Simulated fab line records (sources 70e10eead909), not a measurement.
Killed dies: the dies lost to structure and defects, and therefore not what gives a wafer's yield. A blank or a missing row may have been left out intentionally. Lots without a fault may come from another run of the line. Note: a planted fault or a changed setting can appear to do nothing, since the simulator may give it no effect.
Which tool is to blame? + flow nandHarc + 37 wafers from 13 lots sampled at 5 of the route's 1159 steps

## WHAT THE GAUGES SHOWED, per wafer
NHARC_A_SIN_REMOVE_INSPECT_04.
| lot  | measured     | on               | rawDefectCount |
|------|--------------|------------------|----------------|
| L149 | day 14 21:58 | defectInspect-02 | 268 274 239    |
| L150 | day 15 11:19 | defectInspect-01 | 172 168 227    |
| L153 | day 15 11:19 | defectInspect-02 | 255 486 280    |
| L154 | day 15 14:07 | defectInspect-02 | 255 202 201    |
| L151 | day 15 14:05 | defectInspect-01 | 296 249 287    |
| L156 | day 16 19:58 | defectInspect-01 | 334 319 339    |
| L159 | day 17 06:41 | defectInspect-02 | 226 243 262    |
| L160 | day 17 06:41 | defectInspect-01 | 176 208 330    |
| L158 | day 17 06:43 | defectInspect-01 | 214 337 352    |
| L167 | day 18 21:06 | defectInspect-02 | 302 206        |
| L166 | day 19 02:32 | defectInspect-02 | 313 330        |
| L170 | day 19 08:17 | defectInspect-01 | 253 201 233    |
| L172 | day 20 18:47 | defectInspect-02 | 429 299 433    |

NHARC_END_SORT_01.
| lot  | measured     | on        | killedAtArray | killedAtOther | killedAtPeriphery | killedDies | killedOpen | killedShort |
|------|--------------|-----------|---------------|---------------|-------------------|------------|------------|-------------|
| L167 | day 24 11:08 | prober-02 | 12 677        | 2 0           | 4 0               | 18 677     | 7 1        | 0 1         |
| L166 | day 24 04:03 | prober-01 | 49 676        | 0 0           | 5 1               | 54 677     | 2 3        | 2 2         |
| L170 | day 24 02:35 | prober-02 | 673 18 29     | 2 0 1         | 2 4 4             | 677 22 34  | 4 4 4      | 2 0 2       |

## WHAT TOOL EACH LOT RAN ON (gives the tool, then ch and the chambers of the sampled wafers, and finally the start)
| lot  | NHARC_A_SLIT_ETCH_17            | NHARC_A_WL_FILL_ETCHBACK_16       | NHARC_A_WL_FILL_ALD_19             |
|------|---------------------------------|-----------------------------------|------------------------------------|
| L149 | harEtch-01 ch 0,1, day 14 11:40 | rieDiel-04 ch 1,3, day 15 15:37   | aldMetal-04 ch 1,2, day 15 20:59   |
| L150 | harEtch-02 ch 0,1, day 15 01:38 | rieDiel-03 ch 1,2,3, day 16 03:11 | aldMetal-01 ch 0,1,3, day 16 09:01 |
| L153 | harEtch-02 ch 0,1, day 15 02:50 | rieDiel-04 ch 0,1,3, day 16 03:09 | aldMetal-04 ch 0,2,3, day 16 08:58 |
| L154 | harEtch-01 ch 0,1, day 15 04:02 | rieDiel-04 ch 0,1,3, day 16 11:43 | aldMetal-04 ch 0,2,3, day 16 17:12 |
| L151 | harEtch-02 ch 0,1, day 15 04:16 | rieDiel-03 ch 0,3, day 16 08:40   | aldMetal-04 ch 0,2,3, day 16 14:30 |
| L156 | harEtch-02 ch 0,1, day 16 09:40 | rieDiel-12 ch 1,2,3, day 17 14:52 | aldMetal-01 ch 0,1,3, day 17 20:23 |
| L159 | harEtch-02 ch 0,1, day 16 19:52 | rieDiel-12 ch 0,1, day 18 02:39   | aldMetal-02 ch 0,2,3, day 18 08:26 |
| L160 | harEtch-01 ch 0,1, day 16 21:15 | rieDiel-04 ch 1,2,3, day 17 23:29 | aldMetal-02 ch 0,2, day 18 05:28   |
| L158 | harEtch-02 ch 0,1, day 16 21:33 | rieDiel-03 ch 0,1, day 18 03:17   | aldMetal-04 ch 2,3, day 18 08:26   |
| L167 | harEtch-01 ch 0,1, day 18 13:16 | rieDiel-12 ch 1,2, day 19 12:44   | aldMetal-02 ch 1,2, day 19 18:35   |
| L166 | harEtch-02 ch 0,1, day 18 16:36 | rieDiel-12 ch 1,2, day 19 22:53   | aldMetal-02 ch 0,2, day 20 04:33   |
| L170 | harEtch-01 ch 0,1, day 18 23:41 | rieDiel-12 ch 0,1,2, day 19 23:14 | aldMetal-04 ch 0,1,3, day 20 04:34 |
| L172 | harEtch-01 ch 0,1, day 20 08:28 | rieDiel-04 ch 1,2, day 21 11:44   | aldMetal-01 ch 1,2, day 21 15:46   |
- NHARC_A_SLIT_ETCH_17: etches the open film in C4F8/O2/Ar, time 1687.5 s, target depth 10100 nm.
- NHARC_A_WL_FILL_ETCHBACK_16: etches the open film in C4F8/O2/Ar, target depth 88 nm, time 17.6 s.
- NHARC_A_WL_FILL_ALD_19: deposits TiN, target thk 2 nm, pulse time 3 s, ald cycles 100.

## WHAT THE TOOLS THEMSELVES READ (means of the sampled wafers that have a number; where no wafer has one, the mark that the record gives instead)
NHARC_A_SLIT_ETCH_17.
| lot  | tool       | chamberPressureMTorr (mTorr) | drypumpMotorCurrentA (A) | showerheadPlenumPTorr (Torr) | throttleValvePct (%) |
|------|------------|------------------------------|--------------------------|------------------------------|----------------------|
| L149 | harEtch-01 | 19.992                       | 5.3                      | 3.70                         | 32.049               |
| L150 | harEtch-02 | 20.000                       | 5.5                      | 3.67                         | 32.048               |
| L153 | harEtch-02 | 20.010                       | 5.9                      | 3.65                         | 32.046               |
| L154 | harEtch-01 | 20.001                       | 5.5                      | 3.74                         | 32.051               |
| L151 | harEtch-02 | 20.012                       | 5.5                      | 3.67                         | 32.045               |
| L156 | harEtch-02 | 20.007                       | 5.5                      | 3.67                         | 32.042               |
| L159 | harEtch-02 | 19.999                       | 5.9                      | 3.64                         | 32.039               |
| L160 | harEtch-01 | 19.989                       | 5.4                      | 3.69                         | 32.051               |
| L158 | harEtch-02 | 20.001                       | 5.9                      | 3.64                         | 32.050               |
| L167 | harEtch-01 | 19.980                       | 5.5                      | 3.70                         | 32.044               |
| L166 | harEtch-02 | 19.996                       | 5.7                      | 3.64                         | 32.043               |
| L170 | harEtch-01 | 20.018                       | 5.4                      | 3.67                         | 32.034               |
| L172 | harEtch-01 | 20.000                       | 5.5                      | 3.71                         | 32.050               |

NHARC_A_WL_FILL_ETCHBACK_16.
| lot  | tool       | chamberPressureMTorr (mTorr) | oesProductAu (a.u.) | rfVppV (V) | runLengthS (s) |
|------|------------|------------------------------|---------------------|------------|----------------|
| L149 | rieDiel-04 | 24.987                       | 0.983               | 726        | 38.9           |
| L150 | rieDiel-03 | 25.017                       | 0.997               | 725        | 39.2           |
| L153 | rieDiel-04 | 24.975                       | 0.989               | 724        | 38.7           |
| L154 | rieDiel-04 | 25.007                       | 0.924               | 724        | 38.7           |
| L151 | rieDiel-03 | 25.001                       | 0.993               | 724        | 39.4           |
| L156 | rieDiel-12 | 24.996                       | 1.002               | 722        | 38.8           |
| L159 | rieDiel-12 | 25.011                       | 1.007               | 723        | 38.9           |
| L160 | rieDiel-04 | 24.994                       | 0.995               | 724        | 38.9           |
| L158 | rieDiel-03 | 25.013                       | 0.997               | 724        | 39.4           |
| L167 | rieDiel-12 | 25.025                       | 1.004               | 722        | 34.2           |
| L166 | rieDiel-12 | 24.995                       | 1.002               | 722        | 33.8           |
| L170 | rieDiel-12 | 24.992                       | 1.008               | 724        | 35.5           |
| L172 | rieDiel-04 | 25.010                       | 0.992               | 720        | 39.0           |

NHARC_A_WL_FILL_ALD_19.
| lot  | tool        | heaterPowerW (W) | precursorPulseHeightRel |
|------|-------------|------------------|-------------------------|
| L149 | aldMetal-04 | 1051             | 0.994                   |
| L150 | aldMetal-01 | 1118             | 0.981                   |
| L153 | aldMetal-04 | 1134             | 0.987                   |
| L154 | aldMetal-04 | 1116             | 0.981                   |
| L151 | aldMetal-04 | 1100             | 1.001                   |
| L156 | aldMetal-01 | 1110             | 1.012                   |
| L159 | aldMetal-02 | 1099             | 1.025                   |
| L160 | aldMetal-02 | 1123             | 1.005                   |
| L158 | aldMetal-04 | 1125             | 1.019                   |
| L167 | aldMetal-02 | 1150             | 1.003                   |
| L166 | aldMetal-02 | 1064             | 1.014                   |
| L170 | aldMetal-04 | 1101             | 1.003                   |
| L172 | aldMetal-01 | 1053             | 1.000                   |

## THE ANSWER, worked out from the rows above alone
Rule: what is usual is taken from the lots themselves. The widest of any qualifying gaps counts: lots, ordered by their means at a reading, are off when they make up no more than a third of the lots, leave a main group of 4 or more, and stand apart from it by 3 or more times the standard deviation of that group's means. A main group is skipped when, at the precision printed for the reading in the tables above, its means are all equal. Also off: a lot with no number at a reading for which 4 or more lots have one. The other lots that the step has rows for count as sound. First the gauges in route order, then the tools' own readings, where a lot's mean is used as printed above. At the first step where some lot is off, the reading lying furthest off is the one used; lots without a number count as furthest.
Off: L167, L166, L170 (NHARC_A_WL_FILL_ETCHBACK_16, runLengthS). Main group: mean 39.0 s, sd 0.25.
A tool fits if, at that step or a process step before it, it ran every lot that is off, and no sound lot after the first of them. One fits: NHARC_A_WL_FILL_ETCHBACK_16 on rieDiel-12. A fault onset in the window from L159 (day 18 02:39, its last sound lot) to L167 (day 19 12:44, its first lot off) fits.
On the lots that are off, the tool's own readings at NHARC_A_WL_FILL_ETCHBACK_16 differ by more than 5 times the standard deviation of the sound lots' means, which bears it out; runLengthS reads 34.5 s there versus 39.0 s on the sound lots.

## WHAT THE SIMULATOR HAD PUT IN
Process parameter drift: rieDiel-12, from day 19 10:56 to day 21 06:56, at NHARC_A_WL_FILL_ETCHBACK_16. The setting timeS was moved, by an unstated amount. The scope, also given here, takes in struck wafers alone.
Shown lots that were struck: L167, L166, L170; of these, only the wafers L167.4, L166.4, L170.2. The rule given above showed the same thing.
